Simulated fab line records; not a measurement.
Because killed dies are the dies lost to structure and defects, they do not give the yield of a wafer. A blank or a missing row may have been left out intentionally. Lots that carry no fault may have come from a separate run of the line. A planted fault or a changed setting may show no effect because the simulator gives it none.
Lot-split experiment + flow n5-finfet + 21 wafers read from 7 lots, route of 1938 steps

== THE SPLIT ITSELF ==
At N5_HKMG_FIN_ETCH_55 (etches SOC in N2/H2, target depth 240 nm, time 300 s), the setting time-s was moved away from the recipe's 300 s on 10 of the 21 wafers read, by -22.1% to -6.1%. All remaining wafers had this setting at the recipe value.

Reading taken at the split's own step.

== THE READING ==
HKMG_FIN.feature-depth-nm (the simulator's own value, which no gauge read), in nm, at N5_HKMG_FIN_ETCH_55 (etches SOC in N2/H2, target depth 240 nm, time 300 s). There is no usual value for it anywhere in the file. Average 242.1 nm, standard deviation 7.4 nm, over the 11 wafers here run with the recipe.

| wafer  | tool, chamber at the split | time-s as run, s | against the recipe | HKMG_FIN.feature-depth-nm, nm | against lot-mates on the recipe |
|--------|----------------------------|------------------|--------------------|-------------------------------|---------------------------------|
| L077.1 | rie-diel-04, 2             | 300              | recipe             | 247.8                         | -                               |
| L077.2 | rie-diel-04, 0             | 300              | recipe             | 245.8                         | -                               |
| L077.3 | rie-diel-04, 3             | 300              | recipe             | 230.2                         | -                               |
| L082.2 | rie-diel-04, 3             | 233.6            | -22.1%             | 178.6                         | -50.8                           |
| L082.3 | rie-diel-04, 0             | 233.6            | -22.1%             | 190.8                         | -38.6                           |
| L082.6 | rie-diel-04, 3             | 300              | recipe             | 229.4                         | -                               |
| L084.3 | rie-diel-03, 0             | 278.5            | -7.2%              | 217.8                         | no lot-mate on the recipe       |
| L084.5 | rie-diel-03, 0             | 278.5            | -7.2%              | 218.2                         | no lot-mate on the recipe       |
| L084.6 | rie-diel-03, 2             | 278.5            | -7.2%              | 225.6                         | no lot-mate on the recipe       |
| L085.1 | rie-diel-01, 1             | 248              | -17.3%             | 203.4                         | -39.1                           |
| L085.5 | rie-diel-01, 3             | 300              | recipe             | 239.2                         | -                               |
| L085.6 | rie-diel-01, 1             | 300              | recipe             | 245.8                         | -                               |
| L087.2 | rie-diel-03, 0             | 300              | recipe             | 236.2                         | -                               |
| L087.3 | rie-diel-03, 2             | 300              | recipe             | 243.8                         | -                               |
| L087.6 | rie-diel-03, 3             | 281.8            | -6.1%              | 226.4                         | -13.6                           |
| L089.2 | rie-diel-03, 1             | 300              | recipe             | 254.6                         | -                               |
| L089.5 | rie-diel-03, 2             | 300              | recipe             | 248                           | -                               |
| L089.6 | rie-diel-03, 3             | 300              | recipe             | 242.8                         | -                               |
| L093.2 | rie-diel-01, 0             | 262.3            | -12.6%             | 217                           | no lot-mate on the recipe       |
| L093.3 | rie-diel-01, 1             | 262.3            | -12.6%             | 216.2                         | no lot-mate on the recipe       |
| L093.6 | rie-diel-01, 1             | 262.3            | -12.6%             | 218.2                         | no lot-mate on the recipe       |

FIT RESULTS
A straight line over all 21 wafers: HKMG_FIN.feature-depth-nm changes by +2.42 nm for each +1% of time-s; r = +0.94; the points scatter about the line by 6.9 nm.
The same after taking each lot's own level away (the mean of its wafers on the recipe; 15 wafers): +2.07 nm for each +1%; r = +0.96; scatter 5.5 nm.
On that fit, the largest move of time-s shifts the reading by 46 nm.
Measured against the standard deviation above, the lots' own levels, which go from 229.40 to 248.47 nm, span 2.6 times it.
Thus the slope moves with the lot-to-lot level: the two fits are different.
Check: for one of the wafers moved furthest among these (-22.1%), held out of the fit, the line's prediction against its lot-mates is -43.2 nm. Against them it came out at -50.8 nm.

== FURTHER SPLITS ON THESE WAFERS ==
Other splits were also applied to these wafers ahead of the reading. Each is held against what the fit with the lots' levels taken away leaves over:
| other split on the same wafers | wafers away from the commonest value | r with HKMG_FIN.feature-depth-nm (lot level and that fit taken away) |
|--------------------------------|--------------------------------------|----------------------------------------------------------------------|
| N5_DUMMY_GATE_COAT_34 spin-rpm | 6                                    | +0.06                                                                |
| N5_SD_EPI_P_EPI_21 time-s      | 8                                    | -0.30                                                                |

== THE WHOLE CHAIN: every reading that the file lists as answering this split, in the file's order ==
| step                | what it does                                         | reading                                                                    | change (the file's fit)              | r (the file's) |
|---------------------|------------------------------------------------------|----------------------------------------------------------------------------|--------------------------------------|----------------|
| N5_HKMG_FIN_ETCH_55 | etches SOC in N2/H2, target depth 240 nm, time 300 s | etch.depth-nm (the simulator's own value, which no gauge read)             | +2.12 nm for each +1% of the setting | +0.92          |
| N5_HKMG_FIN_ETCH_55 | etches SOC in N2/H2, target depth 240 nm, time 300 s | HKMG_FIN.feature-depth-nm (the simulator's own value, which no gauge read) | +2.12 nm for each +1% of the setting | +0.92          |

== FILE'S OWN FIT ==
HKMG_FIN.feature-depth-nm changes by +2.12 nm for each +1% of time-s, r = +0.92.
